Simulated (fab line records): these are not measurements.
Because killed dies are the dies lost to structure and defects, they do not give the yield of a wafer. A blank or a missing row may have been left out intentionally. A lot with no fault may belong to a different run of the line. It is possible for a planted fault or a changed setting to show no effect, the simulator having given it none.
Split-lot study :: flow n5-finfet :: on a route of 1938 steps: 7 lots, 39 wafers read

SPLIT DETAILS
At N5_BEOL_M1_VIA_ETCH_34 (etches the open film in C4F6/O2, target depth 67.8 nm, time 64.4 s), the setting time-s was moved away from the recipe's 64.4 s on 15 of the 39 wafers read, by +18.2% to +53.3%. The other wafers ran this setting at the recipe's value.

The reading comes from the split's own step.

THE READING
SOC_of_BEOL_M1_COAT_67.thk-nm (the simulator's own value, which no gauge read), in nm, at N5_BEOL_M1_VIA_ETCH_34 (etches the open film in C4F6/O2, target depth 67.8 nm, time 64.4 s). No usual value for it is given in the file. Across the 24 wafers here that went through the recipe, the average is 52.1 nm and the standard deviation 0.22 nm.

wafer: L074.1
tool, chamber at the split: rie-diel-04, 1
time-s as run, s: 64.4
against the recipe: recipe
SOC_of_BEOL_M1_COAT_67.thk-nm, nm: 52.2
against lot-mates on the recipe: -

wafer: L074.2
tool, chamber at the split: rie-diel-04, 0
time-s as run, s: 64.4
against the recipe: recipe
SOC_of_BEOL_M1_COAT_67.thk-nm, nm: 52.2
against lot-mates on the recipe: -

wafer: L074.3
tool, chamber at the split: rie-diel-04, 2
time-s as run, s: 64.4
against the recipe: recipe
SOC_of_BEOL_M1_COAT_67.thk-nm, nm: 52.2
against lot-mates on the recipe: -

wafer: L074.4
tool, chamber at the split: rie-diel-04, 3
time-s as run, s: 64.4
against the recipe: recipe
SOC_of_BEOL_M1_COAT_67.thk-nm, nm: 51.8
against lot-mates on the recipe: -

wafer: L074.5
tool, chamber at the split: rie-diel-04, 1
time-s as run, s: 64.4
against the recipe: recipe
SOC_of_BEOL_M1_COAT_67.thk-nm, nm: 52.2
against lot-mates on the recipe: -

wafer: L074.6
tool, chamber at the split: rie-diel-04, 0
time-s as run, s: 64.4
against the recipe: recipe
SOC_of_BEOL_M1_COAT_67.thk-nm, nm: 52.2
against lot-mates on the recipe: -

wafer: L077.1
tool, chamber at the split: rie-diel-04, 3
time-s as run, s: 64.4
against the recipe: recipe
SOC_of_BEOL_M1_COAT_67.thk-nm, nm: 51.8
against lot-mates on the recipe: -

wafer: L077.2
tool, chamber at the split: rie-diel-04, 2
time-s as run, s: 93.32
against the recipe: +44.9%
SOC_of_BEOL_M1_COAT_67.thk-nm, nm: 48.8
against lot-mates on the recipe: -3.3

wafer: L077.3
tool, chamber at the split: rie-diel-04, 1
time-s as run, s: 93.32
against the recipe: +44.9%
SOC_of_BEOL_M1_COAT_67.thk-nm, nm: 48.4
against lot-mates on the recipe: -3.7

wafer: L077.4
tool, chamber at the split: rie-diel-04, 0
time-s as run, s: 93.32
against the recipe: +44.9%
SOC_of_BEOL_M1_COAT_67.thk-nm, nm: 48.6
against lot-mates on the recipe: -3.5

wafer: L077.5
tool, chamber at the split: rie-diel-04, 0
time-s as run, s: 64.4
against the recipe: recipe
SOC_of_BEOL_M1_COAT_67.thk-nm, nm: 52.2
against lot-mates on the recipe: -

wafer: L077.6
tool, chamber at the split: rie-diel-04, 1
time-s as run, s: 64.4
against the recipe: recipe
SOC_of_BEOL_M1_COAT_67.thk-nm, nm: 52.2
against lot-mates on the recipe: -

wafer: L075.1
tool, chamber at the split: rie-diel-05, 0
time-s as run, s: 64.4
against the recipe: recipe
SOC_of_BEOL_M1_COAT_67.thk-nm, nm: 52.2
against lot-mates on the recipe: -

wafer: L075.2
tool, chamber at the split: rie-diel-05, 1
time-s as run, s: 82.25
against the recipe: +27.7%
SOC_of_BEOL_M1_COAT_67.thk-nm, nm: 49.8
against lot-mates on the recipe: -2.5

wafer: L075.3
tool, chamber at the split: rie-diel-05, 3
time-s as run, s: 64.4
against the recipe: recipe
SOC_of_BEOL_M1_COAT_67.thk-nm, nm: 52.4
against lot-mates on the recipe: -

wafer: L075.4
tool, chamber at the split: rie-diel-05, 2
time-s as run, s: 64.4
against the recipe: recipe
SOC_of_BEOL_M1_COAT_67.thk-nm, nm: 52.2
against lot-mates on the recipe: -

wafer: L075.5
tool, chamber at the split: rie-diel-05, 0
time-s as run, s: 82.25
against the recipe: +27.7%
SOC_of_BEOL_M1_COAT_67.thk-nm, nm: 50.2
against lot-mates on the recipe: -2.1

wafer: L075.6
tool, chamber at the split: rie-diel-05, 3
time-s as run, s: 82.25
against the recipe: +27.7%
SOC_of_BEOL_M1_COAT_67.thk-nm, nm: 50.2
against lot-mates on the recipe: -2.1

wafer: L079.2
tool, chamber at the split: rie-diel-01, 0
time-s as run, s: 64.4
against the recipe: recipe
SOC_of_BEOL_M1_COAT_67.thk-nm, nm: 52.2
against lot-mates on the recipe: -

wafer: L079.4
tool, chamber at the split: rie-diel-01, 1
time-s as run, s: 64.4
against the recipe: recipe
SOC_of_BEOL_M1_COAT_67.thk-nm, nm: 51.6
against lot-mates on the recipe: -

wafer: L079.5
tool, chamber at the split: rie-diel-01, 3
time-s as run, s: 64.4
against the recipe: recipe
SOC_of_BEOL_M1_COAT_67.thk-nm, nm: 52.4
against lot-mates on the recipe: -

wafer: L081.1
tool, chamber at the split: rie-diel-01, 0
time-s as run, s: 76.09
against the recipe: +18.2%
SOC_of_BEOL_M1_COAT_67.thk-nm, nm: 50.6
against lot-mates on the recipe: -1.2

wafer: L081.2
tool, chamber at the split: rie-diel-01, 3
time-s as run, s: 76.09
against the recipe: +18.2%
SOC_of_BEOL_M1_COAT_67.thk-nm, nm: 51.2
against lot-mates on the recipe: -0.6

wafer: L081.3
tool, chamber at the split: rie-diel-01, 2
time-s as run, s: 64.4
against the recipe: recipe
SOC_of_BEOL_M1_COAT_67.thk-nm, nm: 52
against lot-mates on the recipe: -

wafer: L081.4
tool, chamber at the split: rie-diel-01, 1
time-s as run, s: 64.4
against the recipe: recipe
SOC_of_BEOL_M1_COAT_67.thk-nm, nm: 51.8
against lot-mates on the recipe: -

wafer: L081.5
tool, chamber at the split: rie-diel-01, 2
time-s as run, s: 76.09
against the recipe: +18.2%
SOC_of_BEOL_M1_COAT_67.thk-nm, nm: 50.4
against lot-mates on the recipe: -1.4

wafer: L081.6
tool, chamber at the split: rie-diel-01, 1
time-s as run, s: 64.4
against the recipe: recipe
SOC_of_BEOL_M1_COAT_67.thk-nm, nm: 51.6
against lot-mates on the recipe: -

wafer: L087.1
tool, chamber at the split: rie-diel-01, 2
time-s as run, s: 96.9
against the recipe: +50.5%
SOC_of_BEOL_M1_COAT_67.thk-nm, nm: 48
against lot-mates on the recipe: -4.1

wafer: L087.2
tool, chamber at the split: rie-diel-01, 3
time-s as run, s: 96.9
against the recipe: +50.5%
SOC_of_BEOL_M1_COAT_67.thk-nm, nm: 48.6
against lot-mates on the recipe: -3.5

wafer: L087.3
tool, chamber at the split: rie-diel-01, 1
time-s as run, s: 64.4
against the recipe: recipe
SOC_of_BEOL_M1_COAT_67.thk-nm, nm: 52
against lot-mates on the recipe: -

wafer: L087.4
tool, chamber at the split: rie-diel-01, 3
time-s as run, s: 96.9
against the recipe: +50.5%
SOC_of_BEOL_M1_COAT_67.thk-nm, nm: 48.6
against lot-mates on the recipe: -3.5

wafer: L087.5
tool, chamber at the split: rie-diel-01, 1
time-s as run, s: 64.4
against the recipe: recipe
SOC_of_BEOL_M1_COAT_67.thk-nm, nm: 52
against lot-mates on the recipe: -

wafer: L087.6
tool, chamber at the split: rie-diel-01, 2
time-s as run, s: 64.4
against the recipe: recipe
SOC_of_BEOL_M1_COAT_67.thk-nm, nm: 52.2
against lot-mates on the recipe: -

wafer: L089.1
tool, chamber at the split: rie-diel-05, 2
time-s as run, s: 98.72
against the recipe: +53.3%
SOC_of_BEOL_M1_COAT_67.thk-nm, nm: 47.8
against lot-mates on the recipe: -4.4

wafer: L089.2
tool, chamber at the split: rie-diel-05, 3
time-s as run, s: 64.4
against the recipe: recipe
SOC_of_BEOL_M1_COAT_67.thk-nm, nm: 52.2
against lot-mates on the recipe: -

wafer: L089.3
tool, chamber at the split: rie-diel-05, 0
time-s as run, s: 64.4
against the recipe: recipe
SOC_of_BEOL_M1_COAT_67.thk-nm, nm: 52.4
against lot-mates on the recipe: -

wafer: L089.4
tool, chamber at the split: rie-diel-05, 1
time-s as run, s: 64.4
against the recipe: recipe
SOC_of_BEOL_M1_COAT_67.thk-nm, nm: 52
against lot-mates on the recipe: -

wafer: L089.5
tool, chamber at the split: rie-diel-05, 0
time-s as run, s: 98.72
against the recipe: +53.3%
SOC_of_BEOL_M1_COAT_67.thk-nm, nm: 48.2
against lot-mates on the recipe: -4.0

wafer: L089.6
tool, chamber at the split: rie-diel-05, 1
time-s as run, s: 98.72
against the recipe: +53.3%
SOC_of_BEOL_M1_COAT_67.thk-nm, nm: 47.6
against lot-mates on the recipe: -4.6

FIT RESULTS
A straight line over all 39 wafers: SOC_of_BEOL_M1_COAT_67.thk-nm changes by -0.0765 nm for each +1% of time-s; r = -0.99; the points scatter about the line by 0.25 nm.
The same after taking each lot's own level away (the mean of its wafers on the recipe; 39 wafers): -0.0772 nm for each +1%; r = -0.99; scatter 0.25 nm.
The reading moves by 4.1 nm for the largest change in time-s, on that fit.
The span of the lots' own levels, 51.80 to 52.27 nm, comes to 2.1 times the standard deviation stated above.
The two slopes are in agreement: the lot-to-lot level therefore moves the slope only a little.
Check: for one of the wafers moved furthest among these (+53.3%), held out of the fit, the line's prediction against its lot-mates is -4.05 nm. It came out at -4.4 nm against them.

ADDITIONAL SPLITS CARRIED BY THESE WAFERS
These wafers also went through other splits before the reading. Each is held against what the fit with the lots' levels taken away leaves over:
other split on the same wafers: N5_SD_EPI_N_DESCUM_14 time-s
wafers away from the commonest value: 15
r with SOC_of_BEOL_M1_COAT_67.thk-nm (lot level and that fit taken away): +0.00

other split on the same wafers: N5_HKMG_FIN_ETCH_55 time-s
wafers away from the commonest value: 9
r with SOC_of_BEOL_M1_COAT_67.thk-nm (lot level and that fit taken away): +0.23

other split on the same wafers: N5_MOL_CONTACT_COAG_CVD_140 target-thk-a
wafers away from the commonest value: 12
r with SOC_of_BEOL_M1_COAT_67.thk-nm (lot level and that fit taken away): +0.00

THE WHOLE CHAIN: every reading that the file lists as answering this split, in the file's order
step: N5_BEOL_M1_VIA_ETCH_34
what it does: etches the open film in C4F6/O2, target depth 67.8 nm, time 64.4 s
reading: etch.depth-nm (the simulator's own value, which no gauge read)
change (the file's fit): +0.662 nm for each +1% of the setting
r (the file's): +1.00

step: N5_BEOL_M1_VIA_ETCH_34
what it does: etches the open film in C4F6/O2, target depth 67.8 nm, time 64.4 s
reading: SOC_of_BEOL_M1_COAT_67.thk-nm (the simulator's own value, which no gauge read)
change (the file's fit): -0.0767 nm for each +1% of the setting
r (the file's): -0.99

THE FILE'S OWN FIT
SOC_of_BEOL_M1_COAT_67.thk-nm changes by -0.0767 nm for each +1% of time-s, r = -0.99.
